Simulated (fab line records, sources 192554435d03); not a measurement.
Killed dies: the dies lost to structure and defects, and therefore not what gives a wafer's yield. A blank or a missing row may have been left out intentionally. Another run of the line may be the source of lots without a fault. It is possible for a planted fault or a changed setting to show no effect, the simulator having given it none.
Split-lot trial :: flow n5Finfet :: 39 wafers read across 7 lots, on a route 1938 steps long

ABOUT THE SPLIT
At N5_BEOL_M13_SPUTTER_43 (material TaN, target thk 15 nm, time 24.19 s), the setting timeS was moved away from the recipe's 24.19 s on 9 of the 39 wafers read, by -35.2% to +58.6%. All remaining wafers had this setting at the recipe value.

FROM THE SPLIT TO THE READING: what the file shows between them, 4 steps
- N5_BEOL_M13_SPUTTER_44: material Ta, target thk 10 nm, time 16.13 s
- N5_BEOL_M13_SPUTTER_45: material Cu, target thk 80 nm, time 13.33 s
- N5_BEOL_M13_ECD_47: material Cu, target thk 936 nm
- N5_BEOL_M13_ANNEAL_48: time 90 s

THE READING
barrierFieldEndpointS, in s, at N5_BEOL_M13_CMP_49 (polishes, stops on SiOC, t overpolish 17.1 s, target thk 420 nm). Typical for fault-free wafers on this fab line: 30.5 s, with standard deviation 0.77 s.

wafer: L074.1
tool, chamber at the split: pvdSputter-01, -
timeS as run, s: 29.36
against the recipe: +21.4%
barrierFieldEndpointS, s: 34.4
against lot-mates on the recipe: +4.3

wafer: L074.2
tool, chamber at the split: pvdSputter-01, -
timeS as run, s: 24.19
against the recipe: recipe
barrierFieldEndpointS, s: 28.6
against lot-mates on the recipe: -

wafer: L074.4
tool, chamber at the split: pvdSputter-01, -
timeS as run, s: 29.36
against the recipe: +21.4%
barrierFieldEndpointS, s: 34.1
against lot-mates on the recipe: +4.0

wafer: L074.3
tool, chamber at the split: pvdSputter-01, -
timeS as run, s: 24.19
against the recipe: recipe
barrierFieldEndpointS, s: 30.8
against lot-mates on the recipe: -

wafer: L074.5
tool, chamber at the split: pvdSputter-01, -
timeS as run, s: 24.19
against the recipe: recipe
barrierFieldEndpointS, s: 31.0
against lot-mates on the recipe: -

wafer: L074.6
tool, chamber at the split: pvdSputter-01, -
timeS as run, s: 29.36
against the recipe: +21.4%
barrierFieldEndpointS, s: 32.2
against lot-mates on the recipe: +2.1

wafer: L079.2
tool, chamber at the split: pvdSputter-01, -
timeS as run, s: 24.19
against the recipe: recipe
barrierFieldEndpointS, s: 31.2
against lot-mates on the recipe: -

wafer: L079.3
tool, chamber at the split: pvdSputter-01, -
timeS as run, s: 24.19
against the recipe: recipe
barrierFieldEndpointS, s: 31.1
against lot-mates on the recipe: -

wafer: L079.5
tool, chamber at the split: pvdSputter-01, -
timeS as run, s: 24.19
against the recipe: recipe
barrierFieldEndpointS, s: 31.3
against lot-mates on the recipe: -

wafer: L083.4
tool, chamber at the split: pvdSputter-02, -
timeS as run, s: 24.19
against the recipe: recipe
barrierFieldEndpointS, s: 29.9
against lot-mates on the recipe: -

wafer: L083.3
tool, chamber at the split: pvdSputter-02, -
timeS as run, s: 24.19
against the recipe: recipe
barrierFieldEndpointS, s: 30.7
against lot-mates on the recipe: -

wafer: L083.1
tool, chamber at the split: pvdSputter-02, -
timeS as run, s: 24.19
against the recipe: recipe
barrierFieldEndpointS, s: 29.6
against lot-mates on the recipe: -

wafer: L083.2
tool, chamber at the split: pvdSputter-02, -
timeS as run, s: 24.19
against the recipe: recipe
barrierFieldEndpointS, s: 29.8
against lot-mates on the recipe: -

wafer: L083.5
tool, chamber at the split: pvdSputter-02, -
timeS as run, s: 24.19
against the recipe: recipe
barrierFieldEndpointS, s: 30.3
against lot-mates on the recipe: -

wafer: L083.6
tool, chamber at the split: pvdSputter-02, -
timeS as run, s: 24.19
against the recipe: recipe
barrierFieldEndpointS, s: 29.7
against lot-mates on the recipe: -

wafer: L084.2
tool, chamber at the split: pvdSputter-02, -
timeS as run, s: 24.19
against the recipe: recipe
barrierFieldEndpointS, s: 31.2
against lot-mates on the recipe: -

wafer: L084.1
tool, chamber at the split: pvdSputter-02, -
timeS as run, s: 24.19
against the recipe: recipe
barrierFieldEndpointS, s: 31.8
against lot-mates on the recipe: -

wafer: L084.4
tool, chamber at the split: pvdSputter-02, -
timeS as run, s: 24.19
against the recipe: recipe
barrierFieldEndpointS, s: 31.6
against lot-mates on the recipe: -

wafer: L084.3
tool, chamber at the split: pvdSputter-02, -
timeS as run, s: 24.19
against the recipe: recipe
barrierFieldEndpointS, s: 30.4
against lot-mates on the recipe: -

wafer: L084.6
tool, chamber at the split: pvdSputter-02, -
timeS as run, s: 24.19
against the recipe: recipe
barrierFieldEndpointS, s: 31.3
against lot-mates on the recipe: -

wafer: L084.5
tool, chamber at the split: pvdSputter-02, -
timeS as run, s: 24.19
against the recipe: recipe
barrierFieldEndpointS, s: 30.7
against lot-mates on the recipe: -

wafer: L085.1
tool, chamber at the split: pvdSputter-02, -
timeS as run, s: 15.67
against the recipe: -35.2%
barrierFieldEndpointS, s: 24.1
against lot-mates on the recipe: -5.7

wafer: L085.2
tool, chamber at the split: pvdSputter-02, -
timeS as run, s: 15.67
against the recipe: -35.2%
barrierFieldEndpointS, s: 23.6
against lot-mates on the recipe: -6.2

wafer: L085.4
tool, chamber at the split: pvdSputter-02, -
timeS as run, s: 24.19
against the recipe: recipe
barrierFieldEndpointS, s: 29.8
against lot-mates on the recipe: -

wafer: L085.3
tool, chamber at the split: pvdSputter-02, -
timeS as run, s: 24.19
against the recipe: recipe
barrierFieldEndpointS, s: 29.7
against lot-mates on the recipe: -

wafer: L085.6
tool, chamber at the split: pvdSputter-02, -
timeS as run, s: 24.19
against the recipe: recipe
barrierFieldEndpointS, s: 29.8
against lot-mates on the recipe: -

wafer: L085.5
tool, chamber at the split: pvdSputter-02, -
timeS as run, s: 15.67
against the recipe: -35.2%
barrierFieldEndpointS, s: 24.3
against lot-mates on the recipe: -5.5

wafer: L093.2
tool, chamber at the split: pvdSputter-03, -
timeS as run, s: 24.19
against the recipe: recipe
barrierFieldEndpointS, s: 30.3
against lot-mates on the recipe: -

wafer: L093.4
tool, chamber at the split: pvdSputter-03, -
timeS as run, s: 38.36
against the recipe: +58.6%
barrierFieldEndpointS, s: 41.7
against lot-mates on the recipe: +11.3

wafer: L093.1
tool, chamber at the split: pvdSputter-03, -
timeS as run, s: 24.19
against the recipe: recipe
barrierFieldEndpointS, s: 30.8
against lot-mates on the recipe: -

wafer: L093.3
tool, chamber at the split: pvdSputter-03, -
timeS as run, s: 38.36
against the recipe: +58.6%
barrierFieldEndpointS, s: 41.6
against lot-mates on the recipe: +11.2

wafer: L093.5
tool, chamber at the split: pvdSputter-03, -
timeS as run, s: 24.19
against the recipe: recipe
barrierFieldEndpointS, s: 30.0
against lot-mates on the recipe: -

wafer: L093.6
tool, chamber at the split: pvdSputter-03, -
timeS as run, s: 38.36
against the recipe: +58.6%
barrierFieldEndpointS, s: 41.4
against lot-mates on the recipe: +11.0

wafer: L095.1
tool, chamber at the split: pvdSputter-01, -
timeS as run, s: 24.19
against the recipe: recipe
barrierFieldEndpointS, s: 30.9
against lot-mates on the recipe: -

wafer: L095.2
tool, chamber at the split: pvdSputter-01, -
timeS as run, s: 24.19
against the recipe: recipe
barrierFieldEndpointS, s: 31.4
against lot-mates on the recipe: -

wafer: L095.3
tool, chamber at the split: pvdSputter-01, -
timeS as run, s: 24.19
against the recipe: recipe
barrierFieldEndpointS, s: 31.5
against lot-mates on the recipe: -

wafer: L095.4
tool, chamber at the split: pvdSputter-01, -
timeS as run, s: 24.19
against the recipe: recipe
barrierFieldEndpointS, s: 29.4
against lot-mates on the recipe: -

wafer: L095.5
tool, chamber at the split: pvdSputter-01, -
timeS as run, s: 24.19
against the recipe: recipe
barrierFieldEndpointS, s: 30.9
against lot-mates on the recipe: -

wafer: L095.6
tool, chamber at the split: pvdSputter-01, -
timeS as run, s: 24.19
against the recipe: recipe
barrierFieldEndpointS, s: 31.5
against lot-mates on the recipe: -

THE FIT
A straight line over all 39 wafers: barrierFieldEndpointS changes by +0.184 s for each +1% of timeS; r = +0.98; the points scatter about the line by 0.8 s.
The same after taking each lot's own level away (the mean of its wafers on the recipe; 39 wafers): +0.181 s for each +1%; r = +0.98; scatter 0.64 s.
On that fit, the largest move of timeS shifts the reading by 11 s.
Across the lots, their own levels run from 29.77 to 31.20 s, a range of 1.9 times the standard deviation given above.
The two slopes are in agreement: the lot-to-lot level therefore moves the slope only a little.
Check: for one of the wafers moved furthest among these (+58.6%), held out of the fit, the line's prediction against its lot-mates is +10.5 s. It came out at +11.3 s against them.

THE OTHER SPLITS THESE WAFERS WENT THROUGH
Other splits were also applied to these wafers ahead of the reading. Each is held against what the fit with the lots' levels taken away leaves over:
other split on the same wafers: N5_FIN_SAQP_HM_DEP_03 timeS
wafers away from the commonest value: 6
r with barrierFieldEndpointS (lot level and that fit taken away): +0.20

other split on the same wafers: N5_SPACER0_ALD_08 targetThkA
wafers away from the commonest value: 18
r with barrierFieldEndpointS (lot level and that fit taken away): +0.19

other split on the same wafers: N5_BEOL_M6_ETCH_62 timeS
wafers away from the commonest value: 9
r with barrierFieldEndpointS (lot level and that fit taken away): -0.11

other split on the same wafers: N5_BEOL_M7_ETCH_66 timeS
wafers away from the commonest value: 15
r with barrierFieldEndpointS (lot level and that fit taken away): -0.01

THE WHOLE CHAIN: every reading that the file lists as answering this split, in the file's order
step: N5_BEOL_M13_SPUTTER_43
what it does: material TaN, target thk 15 nm, time 24.19 s
reading: TaN_of_BEOL_M13_SPUTTER_43.thkNm (the simulator's own value, which no gauge read)
change (the file's fit): +0.146 nm for each +1% of the setting
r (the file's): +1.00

step: N5_BEOL_M13_CMP_49
what it does: polishes, stops on SiOC, t overpolish 17.1 s, target thk 420 nm
reading: barrierFieldEndpointS
change (the file's fit): +0.183 s for each +1% of the setting
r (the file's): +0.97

FILE'S OWN FIT
barrierFieldEndpointS changes by +0.183 s for each +1% of timeS, r = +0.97.
